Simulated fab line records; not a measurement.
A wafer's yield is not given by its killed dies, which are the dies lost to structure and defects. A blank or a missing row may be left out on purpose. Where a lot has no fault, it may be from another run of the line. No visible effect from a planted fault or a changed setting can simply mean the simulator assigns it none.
A lot that was struck, set against a sound lot | flow nand-harc | 15 steps out of a route of 1302
Sound: the wafers L508.1, L508.4, L508.5. Struck: wafers L524.4, L524.5 (left out: L524.6, a lot-mate that was not struck); the cause follows at the end.
Each step with rows lists, per side, the tool, then ch with its chambers, then its first start. Under that, the readings that differ: sound wafers | struck wafers | difference of the means | sigmas: that difference in standard deviations of wafers without a fault.
alike: words and numbers the same on both sides, and readings whose means are apart by under 2 such deviations; not compared: readings that were withheld, readings missing a value for some wafer, numbers with overlapping values and no deviation given by the record, and bounds like >300 which may hide the same value.
Wherever a step has rows on one side only, a row that says differs or no value, or a row with sigmas, the two part there. When numbers do not overlap yet have no deviation, they are printed without sigmas and do not part them. A reading that every wafer of one side lacks parts them only if that side has two wafers or more.

first, 7 steps without rows for these wafers: NHARC_A_BONDPAD_COAT_33 (time 65 s); NHARC_A_BONDPAD_COAT_03 (resist thk 600 nm); NHARC_A_BONDPAD_SOFTBAKE_04 (time 70 s); NHARC_A_BONDPAD_EBR_05; NHARC_A_BONDPAD_EXPOSE_06 (exposes mask A BPAD); NHARC_A_BONDPAD_PEB_07 (peb time 80 s); NHARC_A_BONDPAD_DEVELOP_08 (time 50 s).
NHARC_A_BONDPAD_CD_MEAS_09 targets a cd of 500 nm.
  sound on cd-sem-01 ch 0, day 23 11:32; struck on cd-sem-03 ch 0, day 30 16:00
  alike: cd-nm
NHARC_A_BONDPAD_OVL_MEAS_35:
  sound: overlay-02 at day 23 11:38; struck: overlay-01 at day 30 16:05
  reading           | sound    | struck | difference | sigmas
  overlay-x-nm (nm) | 12 12 12 | -6 -6  | -18        | -3
  alike: overlay-y-nm
then, 1 step without rows for these wafers: NHARC_A_BONDPAD_HARDBAKE_10 (time 65 s).
NHARC_A_BONDPAD_DESCUM_11: chemistry O2, time 3 s.
  sound on rie-diel-07 ch 1,2, day 23 11:46; struck on rie-diel-06 ch 0,3, day 30 16:14
  alike: drypump-motor-current-A, oes-product-au, rf-vpp-V, showerhead-plenum-p-Torr, throttle-valve-pct
  not compared: rf-hours-counter-h
NHARC_A_BONDPAD_ETCH_34: etches the open film in N2/H2, target depth 60 nm, overetch 18 nm, time 65.91 s.
  sound on rie-diel-07 ch 0,2,3, day 23 11:50; struck on rie-diel-06 ch 0,3, day 30 16:20
  alike: bias-w, drypump-motor-current-A, oes-product-au, rf-vpp-V, run-length-s, showerhead-plenum-p-Torr, throttle-valve-pct
  not compared: rf-hours-counter-h
NHARC_A_BONDPAD_ETCH_12: etches the open film in CHF3/O2, target depth 220 nm, time 110 s.
  sound on rie-diel-07 ch 0,1,2, day 23 11:57; struck on rie-diel-06 ch 2,3, day 30 16:27
  reading          | sound             | struck      | difference                    | sigmas
  bias-w (W)       | 200.0 200.1 200.5 | - -         | no value on the struck wafers |
  rf-vpp-V (V)     | 371.2 371.6 372.4 | 365.5 370.3 | -3.8                          | -2
  run-length-s (s) | 131.2 130.9 131.3 | 117.3 117.5 | -13.7                         | -38
  alike: drypump-motor-current-A, oes-product-au, showerhead-plenum-p-Torr, throttle-valve-pct
  not compared: rf-hours-counter-h
NHARC_A_BONDPAD_CD_MEAS_13:
  sound: cd-sem-03 at day 23 12:04; struck: cd-sem-01 at day 30 16:35
  alike: cd-nm
NHARC_END_SORT_01:
  sound on prober-01 ch 0, day 24 18:32; struck on prober-01 ch 0, day 32 02:47
  reading                  | sound          | struck  | difference | sigmas
  defect-limited-yield (%) | 91.4 92.6 90.5 | 0.1 0.7 | -91.1      | -35
  killed-at-array          | 57 49 60       | 670 665 | +612       | +36
  killed-dies              | 58 50 64       | 676 672 | +617       | +34
  alike: killed-at-other, killed-at-periphery, killed-open, killed-short

## WHERE THEY PART
First at NHARC_A_BONDPAD_OVL_MEAS_35; last, within this record, at NHARC_END_SORT_01.

WHY: whatever the simulator had introduced
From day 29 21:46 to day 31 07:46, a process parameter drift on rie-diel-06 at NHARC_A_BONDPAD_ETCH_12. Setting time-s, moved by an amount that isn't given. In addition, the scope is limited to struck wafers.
